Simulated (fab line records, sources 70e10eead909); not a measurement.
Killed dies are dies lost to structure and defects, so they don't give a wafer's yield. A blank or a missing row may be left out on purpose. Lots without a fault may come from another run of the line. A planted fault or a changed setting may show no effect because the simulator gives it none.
Which tool did it? | flow nand_harc | 14 lots, 42 wafers sampled, at 5 steps of a route of 1302

WHAT THE GAUGES READ, wafer by wafer
NHARC_HYBRID_BOND_OVL_MEAS_05. Usual: overlay_x_nm 3 nm, standard deviation 34; overlay_y_nm -3 nm, standard deviation 31.
lot  | measured     | on         | overlay_x_nm (nm) | overlay_y_nm (nm) | flag
L632 | day 23 11:20 | overlay-02 | 18 77 -6          | 10 16 20          |
L633 | day 24 04:51 | overlay-01 | -39 -6 -32        | -17 -6 -11        |
L634 | day 24 04:51 | overlay-02 | -41 -28 8         | -32 32 -8         |
L635 | day 24 20:33 | overlay-02 | 10 7 -1           | -37 -29 -20       |
L636 | day 25 11:22 | overlay-02 | -13 -28 -19       | -21 22 -40        |
L637 | day 26 07:35 | overlay-02 | 76 -27 -74        | 11 -34 -14        |
L639 | day 27 00:11 | overlay-01 | -52 -26 54        | -29 -13 -30       |
L641 | day 27 20:29 | overlay-02 | 51 -38 23         | -11 -46 -27       |
L642 | day 28 01:37 | overlay-01 | 11 42 -25         | 9 16 41           |
L645 | day 29 02:36 | overlay-02 | 47 7 -4           | -1 -11 -29        |
L646 | day 29 13:51 | overlay-01 | -21 -28 19        | 7 58 12           |
L652 | day 31 19:55 | overlay-02 | -9 -10 -42        | -56 11 -10        |
L653 | day 32 16:25 | overlay-02 | 13 45 -13         | -20 -38 -21       |
L655 | day 33 05:44 | overlay-01 | -11 35 53         | -38 -44 -1        |

NHARC_END_SORT_01. Usual: killed_at_array 57, standard deviation 20; killed_at_other 1.0, standard deviation 1.5; killed_at_periphery 3.5, standard deviation 2.5; killed_dies 62, standard deviation 21; killed_open 3.5, standard deviation 1.9; killed_short 2.4, standard deviation 1.6.
lot  | measured     | on        | killed_at_array | killed_at_other | killed_at_periphery | killed_dies | killed_open | killed_short | flag
L645 | day 29 22:08 | prober-01 | 68 65 48        | 7 1 3           | 48 42 70            | 123 108 121 | 4 1 3       | 2 0 1        | OFF
L646 | day 30 10:13 | prober-02 | 59 69 71        | 1 1 0           | 76 73 40            | 136 143 111 | 3 5 6       | 1 3 0        | OFF

WHICH TOOL RAN EACH LOT (tool, then ch and the chambers of the sampled wafers, then the start)
lot  | NHARC_P_CONTACT_STRIP_37           | NHARC_THIN_TSV_ETCH_15           | NHARC_THIN_TSV_PRE_CLEAN_54
L632 | rie_diel-06 ch 1,2,3, day 5 20:17  | rie_si-02 ch 0,2, day 23 18:35   | pvd_sputter-01, day 23 22:37
L633 | rie_diel-12 ch 1,3, day 6 12:25    | rie_si-03 ch 0,1,3, day 24 08:26 | pvd_sputter-03, day 24 13:14
L634 | rie_diel-12 ch 1,2,3, day 6 15:17  | rie_si-02 ch 0,2,3, day 24 09:31 | pvd_sputter-01, day 24 13:46
L635 | rie_diel-06 ch 0,2, day 7 07:13    | rie_si-04 ch 0,2, day 25 00:08   | pvd_sputter-02, day 25 04:13
L636 | rie_diel-12 ch 1,2, day 7 12:18    | rie_si-02 ch 0,2,3, day 25 14:55 | pvd_sputter-02, day 25 18:55
L637 | rie_diel-06 ch 1,2, day 8 07:59    | rie_si-02 ch 1,2,3, day 26 11:04 | pvd_sputter-03, day 26 15:05
L639 | rie_diel-06 ch 0,1,3, day 9 00:29  | rie_si-03 ch 0,1,3, day 27 04:58 | pvd_sputter-01, day 27 09:00
L641 | rie_diel-06 ch 0,1,3, day 9 20:03  | rie_si-02 ch 0,2,3, day 28 00:20 | pvd_sputter-03, day 28 04:21
L642 | rie_diel-13 ch 1,2, day 10 06:21   | rie_si-04 ch 0,1,3, day 28 05:04 | pvd_sputter-02, day 28 09:05
L645 | rie_diel-06 ch 1,2, day 11 07:53   | rie_si-02 ch 1,2, day 29 06:17   | pvd_sputter-03, day 29 10:17
L646 | rie_diel-06 ch 0,1,2, day 12 02:04 | rie_si-02 ch 2,3, day 29 17:32   | pvd_sputter-01, day 29 21:34
L652 | rie_diel-12 ch 1,2,3, day 14 00:19 | rie_si-02 ch 0,3, day 32 05:22   | pvd_sputter-03, day 32 09:33
L653 | rie_diel-06 ch 1,2,3, day 14 12:54 | rie_si-02 ch 1,2,3, day 32 19:58 | pvd_sputter-03, day 32 23:59
L655 | rie_diel-13 ch 1,2,3, day 15 05:04 | rie_si-02 ch 0,1,2, day 33 09:19 | pvd_sputter-02, day 33 13:18
- NHARC_P_CONTACT_STRIP_37: strips in C4F8/O2/Ar.
- NHARC_THIN_TSV_ETCH_15: target depth 3000 nm, bosch target overetch cycles 2, bosch etch step 2.8 s.
- NHARC_THIN_TSV_PRE_CLEAN_54: time 30 s.

WHAT THE TOOLS THEMSELVES READ (means of the sampled wafers that have a number; where no wafer has one, the mark that the record gives instead)
NHARC_THIN_TSV_ETCH_15. Usual: drypump_motor_current_A 5.5 A, standard deviation 0.47.
lot  | tool      | drypump_motor_current_A (A) | flag
L632 | rie_si-02 | 5.0                         |
L633 | rie_si-03 | 5.7                         |
L634 | rie_si-02 | 5.2                         |
L635 | rie_si-04 | 5.8                         |
L636 | rie_si-02 | 5.2                         |
L637 | rie_si-02 | 5.5                         |
L639 | rie_si-03 | 5.7                         |
L641 | rie_si-02 | 5.2                         |
L642 | rie_si-04 | 5.7                         |
L645 | rie_si-02 | 5.3                         |
L646 | rie_si-02 | 5.3                         |
L652 | rie_si-02 | 5.3                         |
L653 | rie_si-02 | 5.5                         |
L655 | rie_si-02 | 5.2                         |

NHARC_THIN_TSV_PRE_CLEAN_54. Usual: heater_power_w 413 W, standard deviation 44.
lot  | tool           | heater_power_w (W) | flag
L632 | pvd_sputter-01 | 401                |
L633 | pvd_sputter-03 | 457                |
L634 | pvd_sputter-01 | 376                |
L635 | pvd_sputter-02 | 407                |
L636 | pvd_sputter-02 | 413                |
L637 | pvd_sputter-03 | 394                |
L639 | pvd_sputter-01 | 430                |
L641 | pvd_sputter-03 | 420                |
L642 | pvd_sputter-02 | 363                |
L645 | pvd_sputter-03 | 481                |
L646 | pvd_sputter-01 | 389                |
L652 | pvd_sputter-03 | 495                |
L653 | pvd_sputter-03 | 424                |
L655 | pvd_sputter-02 | 415                |

THE ANSWER, worked out from the rows above alone
Rule: a lot is off if the mean of its wafers that have a number lies more than 3 standard deviations from the usual mean. A lot without any number at a reading at which 4 lots or more have one is off too. The other lots that the step has rows for count as sound. The gauges are gone through in route order, then the tools' own readings, and for those a lot's mean is taken as printed above. The first step at which some lot is off is used, and at that step the reading that is off furthest; a lot without a number counts as furthest.
Off: L645, L646, at NHARC_END_SORT_01 (killed_at_periphery). Neither off nor sound, because the step has no rows for them: L632, L633, L634, L635, L636, L637, L639, L641, L642, L652, L653, L655.
A tool fits if, at a process step before that reading, it ran every lot that is off, and no sound lot after the first of them. The gauges at NHARC_END_SORT_01 are tried like those tools. Can't be told from this: 2 tools fit, rie_diel-06 at NHARC_P_CONTACT_STRIP_37, rie_si-02 at NHARC_THIN_TSV_ETCH_15.

WHAT THE SIMULATOR HAD PUT IN
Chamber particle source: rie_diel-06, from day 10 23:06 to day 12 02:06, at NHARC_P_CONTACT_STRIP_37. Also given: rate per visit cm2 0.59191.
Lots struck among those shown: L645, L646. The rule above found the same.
